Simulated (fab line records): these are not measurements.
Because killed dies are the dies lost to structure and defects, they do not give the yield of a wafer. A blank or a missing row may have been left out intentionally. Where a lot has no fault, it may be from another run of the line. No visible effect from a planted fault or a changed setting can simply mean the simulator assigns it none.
fab line records -- flow n5-finfet
record: lots: 10, wafers: 30, last-day: 18
route steps=1938 shown BEOL_M1@773 BEOL_M4@1111 PASSIVATION@1936
lots untouched by any fault: they come from a run of this same line in which no faults occurred
start-h: the number of hours between the record's first day and the start of the first shown wafer of the lot -- wait-h: hours elapsed since this lot's preceding step -- " the same as in the row above -- L1.1+2: a row that stands for several wafers -- - no value, or no start given -- * or withheld: withheld -- < > ~ a bound
route shown NAME@n: NAME is a module with steps in the file, n the number in the route of the first one -- usual: average and standard deviation across the fault-free wafers -- same: alike in all rows -- chamber/n: place in a boat -- sites: per-site readings -- _std_site: the values' standard deviation -- _edge_site: mean of outer sites minus mean of inner sites -- radius-mm: how far each site lies from the wafer's centre -- mask NAME#n: copy n -- behind: the most recent tool/chamber to have shaped the wafer -- hold: why the lot went on hold/how many hours it stayed there/how the hold came to an end -- device: whichever transistor did not switch (one of n, p or np) -- end of line: tests of these same wafers at the route's end -- a step with no rows: only its recipe -- killed: the dies lost at the first sort to structure and to defects; this is not the yield of the wafer -- map: a wafer's dies, marking killed ones x, the rest . and places with no die _
set.NAME: the run value of the setting; set.NAME@STEP: its run value at that earlier step -- model.NAME: the simulator's own value behind a step, which no gauge read
route steps across a sampled set of lots; one table per step, one row per wafer
services: from which hour (start-h, from the record's first day; less than 0 if before it) a tool's chamber was out of use, for how many hours, and why
== steps ==
step: N5_BEOL_M1_STRIP_66
recipe: chemistry: CF4, resist: SiARC, power-w: 300, bias-power-w: 75, pressure-mtorr: 50, cf4-flow-sccm: 150, rf-frequency-hz: 6e+07
usual: drypump-motor-current-A: 5.7/0.59, oes-product-au: 0.80/0.089, rf-vpp-V: 270.9/1.4, showerhead-plenum-p-Torr: 1.79/0.051, throttle-valve-pct: 13.56/0.26
lot.wafer,tool,chamber,start-h,wait-h,drypump-motor-current-A,oes-product-au,rf-hours-counter-h,rf-vpp-V,showerhead-plenum-p-Torr,throttle-valve-pct
L647.2,rie-diel-03,0,135.70,0.0,5.0,0.86,53,271.4,1.83,13.16
L647.3,rie-diel-03,2,135.70,0.0,5.5,0.71,210,269.9,1.71,13.82
L647.4,rie-diel-03,2,135.70,0.0,5.5,0.70,-,268.8,1.71,13.83
L652.2,rie-diel-03,3,166.47,0.0,6.2,0.72,198,271.7,1.86,13.68
L652.3,rie-diel-03,1,166.47,0.0,5.3,0.74,166,271.6,1.78,13.39
L652.5,rie-diel-03,1,166.47,0.0,5.3,0.74,-,272.1,1.78,13.41
L653.3,rie-diel-04,2,169.10,0.0,5.7,0.88,17,271.8,1.84,13.50
L653.4,rie-diel-04,1,169.10,0.0,6.5,0.79,102,271.6,1.80,13.49
L653.5,rie-diel-04,3,169.10,0.0,6.6,0.72,-,269.5,1.71,13.86
L658.1,rie-diel-01,0,198.86,0.0,4.7,0.87,50,273.8,1.82,13.37
L658.5,rie-diel-01,1,198.86,0.0,5.2,0.70,-,270.8,1.76,13.93
L658.6,rie-diel-01,2,198.86,0.0,6.1,0.92,-,269.8,1.77,13.22
L659.1,rie-diel-01,2,206.69,0.0,6.1,0.92,24,272.0,1.77,13.23
L659.3,rie-diel-01,0,206.69,0.0,4.8,0.86,52,271.1,1.82,13.37
L659.4,rie-diel-01,1,206.69,0.0,5.2,0.71,217,271.4,1.76,13.94
L661.2,rie-diel-03,1,216.79,0.0,5.3,0.73,181,270.5,1.77,13.46
L661.3,rie-diel-03,2,216.79,0.0,5.5,0.69,235,267.6,1.71,13.85
L661.5,rie-diel-03,3,216.79,0.0,6.3,0.72,-,273.1,1.85,13.72
L660.1,rie-diel-04,1,216.97,0.0,6.5,0.77,117,270.3,1.79,13.55
L660.4,rie-diel-04,3,216.97,0.0,6.6,0.72,199,269.6,1.70,13.90
L660.5,rie-diel-04,1,216.97,0.0,6.5,0.77,-,270.7,1.79,13.54
L662.2,rie-diel-04,2,223.22,0.0,5.7,0.85,35,273.9,1.83,13.54
L662.3,rie-diel-04,0,223.22,0.0,5.7,0.95,2,272.6,1.85,13.69
L662.6,rie-diel-04,2,223.22,0.0,5.7,0.85,-,272.4,1.83,13.56
L664.3,rie-diel-01,3,235.48,0.0,6.4,0.84,74,271.1,1.74,13.37
L664.4,rie-diel-01,2,235.48,0.0,6.1,0.89,34,271.6,1.77,13.23
L664.6,rie-diel-01,0,235.48,0.0,4.7,0.85,-,272.2,1.82,13.41
L668.3,rie-diel-04,2,256.93,0.0,5.7,0.83,47,272.0,1.83,13.57
L668.5,rie-diel-04,0,256.93,0.0,5.7,0.90,-,271.8,1.84,13.70
L668.6,rie-diel-04,1,256.93,0.0,6.5,0.76,-,269.4,1.79,13.55
step: N5_BEOL_M1_CD_MEAS_28
recipe: landing-energy-ev: 500, detector: se-inlens, target-cd-y-nm: 23.3
usual: cd-nm: 24.04/0.2
lot.wafer,tool,chamber,start-h,wait-h,cd-nm
L647.2,cd-sem-01,0,136.42,-,24.05
L647.3,cd-sem-01,0,136.42,-,23.56
L647.4,cd-sem-01,0,136.42,-,24.38
L652.2,cd-sem-03,0,167.23,-,24.15
L652.3,cd-sem-03,0,167.23,-,24.10
L652.5,cd-sem-03,0,167.23,-,24.11
L653.3,cd-sem-01,0,169.78,-,24.05
L653.4,cd-sem-01,0,169.78,-,24.19
L653.5,cd-sem-01,0,169.78,-,23.88
L658.1,cd-sem-03,0,199.40,-,23.71
L658.5,cd-sem-03,0,199.40,-,24.03
L658.6,cd-sem-03,0,199.40,-,24.25
L659.1,cd-sem-01,0,207.36,-,24.14
L659.3,cd-sem-01,0,207.36,-,23.99
L659.4,cd-sem-01,0,207.36,-,23.94
L661.2,cd-sem-01,0,217.46,-,24.26
L661.3,cd-sem-01,0,217.46,-,23.84
L661.5,cd-sem-01,0,217.46,-,24.00
L660.1,cd-sem-01,0,217.56,-,24.11
L660.4,cd-sem-01,0,217.56,-,24.10
L660.5,cd-sem-01,0,217.56,-,24.01
L662.2,cd-sem-01,0,223.82,-,23.93
L662.3,cd-sem-01,0,223.82,-,24.17
L662.6,cd-sem-01,0,223.82,-,23.82
L664.3,cd-sem-03,0,236.03,-,24.04
L664.4,cd-sem-03,0,236.03,-,23.81
L664.6,cd-sem-03,0,236.03,-,24.15
L668.3,cd-sem-01,0,257.60,-,23.95
L668.5,cd-sem-01,0,257.60,-,24.21
L668.6,cd-sem-01,0,257.60,-,23.87
step: N5_BEOL_M1_OVL_MEAS_29
recipe: points-per-wafer: 522
usual: V0_OVL: -0.3/0.67
lot.wafer,tool,chamber,start-h,wait-h,V0_OVL[nm]
L647.2,overlay-02,0,136.46,0.0,0.2
L647.3,overlay-02,0,136.46,0.0,-1.0
L647.4,overlay-02,0,136.46,0.0,-0.5
L652.2,overlay-02,0,167.26,0.0,-0.6
L652.3,overlay-02,0,167.26,0.0,0.4
L652.5,overlay-02,0,167.26,0.0,-0.2
L653.3,overlay-01,0,169.82,0.0,-0.5
L653.4,overlay-01,0,169.82,0.0,-1.3
L653.5,overlay-01,0,169.82,0.0,-1.0
L658.1,overlay-01,0,199.43,0.0,0.6
L658.5,overlay-01,0,199.43,0.0,1.2
L658.6,overlay-01,0,199.43,0.0,0.4
L659.1,overlay-02,0,207.39,0.0,0.0
L659.3,overlay-02,0,207.39,0.0,0.1
L659.4,overlay-02,0,207.39,0.0,-0.4
L661.2,overlay-01,0,217.49,0.0,0.4
L661.3,overlay-01,0,217.49,0.0,-0.8
L661.5,overlay-01,0,217.49,0.0,-1.0
L660.1,overlay-01,0,217.59,0.0,0.3
L660.4,overlay-01,0,217.59,0.0,-0.3
L660.5,overlay-01,0,217.59,0.0,0.2
L662.2,overlay-01,0,223.86,0.0,0.5
L662.3,overlay-01,0,223.86,0.0,1.2
L662.6,overlay-01,0,223.86,0.0,1.0
L664.3,overlay-01,0,236.07,0.0,0.7
L664.4,overlay-01,0,236.07,0.0,-0.3
L664.6,overlay-01,0,236.07,0.0,-0.1
L668.3,overlay-01,0,257.64,0.0,-0.2
L668.5,overlay-01,0,257.64,0.0,0.2
L668.6,overlay-01,0,257.64,0.0,-0.1
step: N5_BEOL_M1_VIA_ETCH_34
recipe: chemistry: C4F6/O2, target-depth-a: 678, mask-material: SOC, pressure-mtorr: 15, ion-energy-ev: 250, taper-deg: 4, time-s: 64.4, source-w: 350, bias-w: 170, Ar_flow_sccm: 300, C4F6_flow_sccm: 10, O2_flow_sccm: 10
usual: C4F6_flow_sccm: 10.00/0.032, O2_flow_sccm: 9.997/0.028, drypump-motor-current-A: 5.8/0.58, oes-product-au: 0.80/0.093, rf-vpp-V: 674/12, showerhead-plenum-p-Torr: 2.84/0.08, throttle-valve-pct: 30.8/0.39
lot.wafer,tool,chamber,start-h,wait-h,C4F6_flow_sccm,O2_flow_sccm,drypump-motor-current-A,oes-product-au,rf-hours-counter-h,rf-vpp-V,showerhead-plenum-p-Torr,throttle-valve-pct
L647.2,rie-diel-01,3,137.09,0.0,10.01,9.965,6.4,0.90,43,674,2.81,30.8
L647.3,rie-diel-01,1,137.09,0.0,10.03,10.024,5.2,0.72,195,649,2.79,30.8
L647.4,rie-diel-01,2,137.09,0.0,10.01,9.993,6.1,1.02,2,663,2.77,30.0
L652.2,rie-diel-01,0,168.04,0.0,-,-,-,-,-,-,-,-
L652.3,rie-diel-01,2,168.04,0.0,-,-,-,-,-,-,-,-
L652.5,rie-diel-01,0,168.04,0.0,-,-,-,-,-,-,-,-
L653.3,rie-diel-01,3,170.91,0.0,-,-,-,-,-,-,-,-
L653.4,rie-diel-01,2,170.91,0.0,-,-,-,-,-,-,-,-
L653.5,rie-diel-01,1,170.91,0.0,-,-,-,-,-,-,-,-
L658.1,rie-diel-03,1,207.67,0.0,10.06,10.009,5.3,0.75,178,677,2.85,30.9
L658.5,rie-diel-03,0,207.67,0.0,10.06,10.005,5.0,0.86,-,671,2.86,30.3
L658.6,rie-diel-03,1,207.67,0.0,10.04,10.029,5.3,0.75,-,677,2.85,30.9
L659.1,rie-diel-04,2,211.40,0.0,9.94,9.946,5.7,0.86,30,700,2.93,31.3
L659.3,rie-diel-04,1,211.40,0.0,10.02,10.022,6.5,0.78,115,684,2.88,31.1
L659.4,rie-diel-04,2,211.40,0.0,9.95,9.947,5.7,0.88,-,699,2.93,31.3
L661.2,rie-diel-04,1,218.51,0.0,10.03,10.037,6.6,0.78,118,681,2.88,31.1
L661.3,rie-diel-04,2,218.51,0.0,9.97,9.965,5.7,0.86,33,700,2.93,31.3
L661.5,rie-diel-04,1,218.51,0.0,10.02,10.032,6.6,0.77,-,681,2.88,31.1
L660.1,rie-diel-01,1,218.75,0.0,9.96,9.992,5.2,0.70,221,646,2.78,30.8
L660.4,rie-diel-01,3,218.75,0.0,9.97,10.016,6.4,0.85,68,674,2.79,30.9
L660.5,rie-diel-01,2,218.75,0.0,9.97,10.034,6.1,0.93,-,662,2.76,30.0
L662.2,rie-diel-01,2,225.00,0.0,9.98,9.996,6.1,0.94,30,662,2.76,30.0
L662.3,rie-diel-01,1,225.00,0.0,9.99,9.974,5.2,0.70,223,649,2.78,30.8
L662.6,rie-diel-01,0,225.00,0.0,9.97,9.939,4.8,0.87,-,654,2.88,30.6
L664.3,rie-diel-01,3,241.52,0.0,9.98,10.020,6.4,0.85,76,673,2.79,30.9
L664.4,rie-diel-01,3,241.52,0.0,9.93,9.987,6.4,0.84,-,672,2.79,30.9
L664.6,rie-diel-01,0,241.52,0.0,9.97,9.973,4.7,0.86,-,655,2.87,30.6
L668.3,rie-diel-04,1,261.10,0.0,9.99,9.988,6.5,0.77,126,681,2.88,31.1
L668.5,rie-diel-04,0,261.10,0.0,10.00,10.017,5.8,0.93,-,663,2.90,31.1
L668.6,rie-diel-04,1,261.10,0.0,10.08,10.055,6.5,0.76,-,681,2.88,31.1
step: N5_BEOL_M4_RC_MEAS_101
usual: DIBL_N: 35.9/1.7, DIBL_P: 36.0/2.2, IOFF_N: 0.16/0.031, IOFF_P: 0.21/0.039, ION_N: 678/13, ION_P: 464/8.8, SS_N: 71.5/0.61, SS_P: 73.2/0.68, VT_N: 249/3.3, VT_P: -250/3.8
lot.wafer,tool,chamber,start-h,wait-h,DIBL_N[mV/V],DIBL_P[mV/V],IOFF_N[nA/um],IOFF_P[nA/um],ION_N[uA/um],ION_P[uA/um],SS_N[mV/dec],SS_P[mV/dec],VT_N[mV],VT_P[mV]
L647.2,prober-01,0,178.07,0.2,37.3,35.9,0.17,0.20,686,466,71.5,74.4,247,-252
L647.3,prober-01,0,178.07,0.2,33.9,31.8,0.12,0.15,675,462,70.2,72.8,250,-253
L647.4,prober-01,0,178.07,0.2,34.0,30.5,0.12,0.14,663,451,71.4,72.5,251,-256
L658.1,prober-02,0,250.16,0.0,34.5,35.4,0.15,0.22,668,462,70.2,73.0,250,-247
L658.5,prober-02,0,250.16,0.0,34.2,35.6,0.15,0.23,682,470,71.2,72.5,249,-244
L658.6,prober-02,0,250.16,0.0,35.3,35.0,0.14,0.21,659,455,71.0,73.0,253,-251
L661.2,prober-02,0,258.04,0.2,33.4,31.9,0.11,0.15,670,459,70.5,72.1,253,-255
L661.3,prober-02,0,258.04,0.2,37.4,36.7,0.17,0.22,683,471,72.4,73.4,249,-250
L661.5,prober-02,0,258.04,0.2,36.6,35.8,0.16,0.20,681,467,71.8,72.9,250,-251
L659.1,prober-02,0,261.70,0.0,34.3,35.5,0.17,0.20,677,457,71.5,73.0,249,-249
L659.3,prober-02,0,261.70,0.0,37.3,39.1,0.22,0.27,689,468,72.8,73.9,245,-247
L659.4,prober-02,0,261.70,0.0,35.8,36.8,0.19,0.22,693,464,72.2,72.6,248,-250
L660.1,prober-01,0,264.98,0.0,34.8,33.8,0.13,0.19,678,469,70.6,72.3,251,-251
L660.4,prober-01,0,264.98,0.0,36.3,36.5,0.17,0.23,688,479,70.9,73.8,244,-247
L660.5,prober-01,0,264.98,0.0,37.8,39.0,0.20,0.27,707,486,72.1,74.2,245,-245
L662.2,prober-02,0,265.27,0.2,33.7,34.6,0.12,0.17,669,457,71.3,72.6,255,-252
L662.3,prober-02,0,265.27,0.2,34.4,35.5,0.14,0.18,670,460,71.1,73.0,251,-252
L662.6,prober-02,0,265.27,0.2,34.8,36.7,0.15,0.20,674,462,71.3,72.9,251,-252
L664.3,prober-02,0,281.73,0.3,35.3,33.9,0.13,0.17,651,447,71.1,72.2,255,-254
L664.4,prober-02,0,281.73,0.3,36.2,35.6,0.14,0.19,677,465,71.7,73.0,252,-251
L664.6,prober-02,0,281.73,0.3,34.4,33.5,0.12,0.16,655,452,71.4,72.7,255,-252
L668.3,prober-02,0,314.06,0.3,34.9,33.1,0.13,0.17,681,462,71.8,73.0,251,-252
L668.5,prober-02,0,314.06,0.3,38.4,38.7,0.20,0.25,688,463,72.1,73.7,245,-249
L668.6,prober-02,0,314.06,0.3,34.8,33.7,0.13,0.17,690,465,70.8,72.6,250,-254
step: N5_PASSIVATION_PROBE_49
usual: defect-limited-yield: 90.9/1.5, killed_at_M0_to_M3: 36/10, killed_at_M4_up: 13/5.5, killed-at-contacts: 12/5.6, killed-at-front-end: 42/12, killed-at-other: 4/3.2, killed-dies: 108/18, killed-on-rim: 15/4.1, killed-open: 71/13, killed-short: 34/7.8, sort_bin_5_function: 5.4/1, sort_bin_6_memory: 3.4/0.68, sort-n-pass: 1072/18, sort-yield-pct: 90.9/1.5
same: gross-dies: 1180, killed-at-back-side: 0, sort_bin_4_leakage[%]: 0, sort_bin_8_speed[%]: 0
lot.wafer,tool,chamber,start-h,wait-h,defect-limited-yield[%],killed_at_M0_to_M3,killed_at_M4_up,killed-at-contacts,killed-at-front-end,killed-at-other,killed-dies,killed-on-rim,killed-open,killed-short,sort_bin_5_function[%],sort_bin_6_memory[%],sort-n-pass,sort-yield-pct[%]
L652.2,prober-01,-,313.49,0.1,0,1093,28,13,46,0,1180,152,79,41,94.7,4.7,0,0
L652.3,prober-01,-,313.54,0.1,0,1087,23,17,52,1,1180,152,94,44,95.4,4.4,0,0
L652.5,prober-01,-,313.64,0.2,0,1126,18,12,24,0,1180,152,62,30,97.0,2.7,0,0
L653.3,prober-01,-,320.25,0.1,0,1121,17,5,35,2,1180,152,52,28,97.0,2.7,0,0
L653.4,prober-01,-,320.30,0.2,0,1152,5,2,19,2,1180,152,30,23,98.1,1.7,0,0
L653.5,prober-01,-,320.35,0.2,0,1112,8,10,50,0,1180,152,53,38,97.1,2.6,0,0
L661.2,prober-01,-,373.46,0.1,89.2,45,14,19,47,2,127,18,75,48,5.7,4.6,1053,89.2
L661.3,prober-01,-,373.51,0.1,93.1,41,7,14,19,0,81,9,52,26,3.9,2.6,1099,93.1
L661.5,prober-01,-,373.61,0.2,91.6,48,9,6,29,7,99,21,55,41,5.1,2.9,1081,91.6
L659.3,prober-01,-,376.76,0.1,89.7,26,4,18,70,4,122,16,92,29,6.4,3.7,1058,89.7
killed by level:class
L652.2 BEOL_M1:area-etch=1057 STI_FIN_REVEAL:geometric-particle:open=16 BEOL_M4:geometric-particle:open=16 MOL_CONTACT_COAG:geometric-particle:open=10 BEOL_M0_SAQP:geometric-particle:short=9 BEOL_M0_SAQP:geometric-particle:open=6 BEOL_M1:geometric-particle:open=6 BEOL_M3:geometric-particle:open=6
L652.3 BEOL_M1:area-etch=1041 BEOL_M0_SAQP:geometric-particle:short=16 MOL_CONTACT_COAG:geometric-particle:open=15 STI_FIN_REVEAL:geometric-particle:open=14 BEOL_M0_SAQP:geometric-particle:open=11 BEOL_M4:geometric-particle:open=9 GATE_CUT:geometric-particle:short=8 BEOL_M2:geometric-particle:open=7
L652.5 BEOL_M1:area-etch=1087 BEOL_M0_SAQP:geometric-particle:short=12 MOL_CONTACT_COAG:geometric-particle:open=9 BEOL_M4:geometric-particle:open=9 BEOL_M0_SAQP:geometric-particle:open=8 BEOL_M2:geometric-particle:open=7 BEOL_M3:geometric-particle:open=6 FIN_SAQP:geometric-particle:short=5
L653.3 BEOL_M1:area-etch=1099 FIN_SAQP:geometric-particle:open=10 BEOL_M0_SAQP:geometric-particle:short=8 BEOL_M4:geometric-particle:open=6 FIN_SAQP:geometric-particle:short=4 DUMMY_GATE:geometric-particle:open=4 BEOL_M5:geometric-particle:open=4 ILD0:geometric-particle:short=3
L653.4 BEOL_M1:area-etch=1125 BEOL_M0_SAQP:geometric-particle:short=8 BEOL_M0_SAQP:geometric-particle:open=5 DUMMY_GATE:geometric-particle:open=4 FIN_SAQP:geometric-particle:open=3 BEOL_M1:geometric-particle:open=3 BEOL_M3:geometric-particle:open=3 FIN_CUT:geometric-particle:short=2
L653.5 BEOL_M1:area-etch=1087 FIN_SAQP:geometric-particle:open=17 FIN_SAQP:geometric-particle:short=12 BEOL_M2:geometric-particle:open=9 MOL_CONTACT_COAG:geometric-particle:open=5 MOL_CONTACT_COAG:geometric-particle:short=5 GATE_CUT:geometric-particle:short=4 BEOL_M0_SAQP:geometric-particle:short=4
L661.2 FIN_SAQP:geometric-particle:open=15 BEOL_M0_SAQP:geometric-particle:open=15 BEOL_M0_SAQP:geometric-particle:short=12 MOL_CONTACT_COAG:geometric-particle:open=12 MOL_CONTACT_COAG:geometric-particle:short=7 BEOL_M3:geometric-particle:short=7 BEOL_M4:geometric-particle:open=7 STI_FIN_REVEAL:geometric-particle:open=6
L661.3 BEOL_M0_SAQP:geometric-particle:short=14 BEOL_M2:geometric-particle:open=12 MOL_CONTACT_COAG:geometric-particle:open=10 BEOL_M0_SAQP:geometric-particle:open=10 MOL_CONTACT_COAG:geometric-particle:short=4 STARTING-WAFER:geometric-particle:open=4 BEOL_M4:geometric-particle:open=4 GATE_CUT:geometric-particle:short=3
L661.5 BEOL_M0_SAQP:geometric-particle:open=16 BEOL_M0_SAQP:geometric-particle:short=8 FIN_SAQP:geometric-particle:open=5 DUMMY_GATE:geometric-particle:open=5 BEOL_M1:geometric-particle:open=5 BEOL_M3:geometric-particle:open=5 MOL_CONTACT_COAG:geometric-particle:open=4 BEOL_M0:geometric-particle:short=4
L659.3 FIN_SAQP:geometric-particle:open=33 MOL_CONTACT_COAG:geometric-particle:open=16 FIN_SAQP:geometric-particle:short=12 STI_FIN_REVEAL:geometric-particle:open=7 BEOL_M0_SAQP:geometric-particle:short=6 GATE_CUT:geometric-particle:open=5 BEOL_M1:geometric-particle:open=5 BEOL_M3:geometric-particle:open=5
== services ==
tool,chamber,start-h,hours,kind
rie-diel-04,1,129.49,9.0,repair
rie-diel-04,0,130.52,10.4,repair
rie-diel-04,1,139.52,4.0,repair
rie-diel-04,0,197.34,-,clean
rie-diel-04,0,197.34,-,consumable-replace:focus-ring
rie-diel-04,0,197.34,18.8,scheduled-down
rie-diel-04,0,197.34,18.8,vent-cycle
rie-diel-04,1,221.30,13.8,repair
rie-diel-01,1,240.27,4.0,repair
== key ==
first-sign: step: N5_BEOL_M1_VIA_ETCH_34, reading: tool-record, direction: missing
effect: step: N5_PASSIVATION_PROBE_49, reading: killed_at_M0_to_M3, direction: up, sigmas: 99+, usual: 36, struck: 1115
more-kills-born-at: N5_BEOL_M1_VIA_ETCH_34@rie-diel-01: 6496
met-at N5_BEOL_M1_VIA_ETCH_34
struck-lots L652,L653
later-rows-left-out L652.2,L652.3,L652.5,L653.3,L653.4,L653.5
not-acting-at N5_BEOL_M1_STRIP_66,N5_BEOL_M1_CD_MEAS_28,N5_BEOL_M1_OVL_MEAS_29
onset-between 137.09 168.04
fault: kind: skipped-step-whole, tool: rie-diel-01, chamber: -, onset-h: 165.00, steps: N5_BEOL_M1_VIA_ETCH_34, scope: struck-lots-only
later-rows-left-out: the simulator's readings of these wafers behind a module that went badly wrong aren't trusted and aren't shown, but for the sort
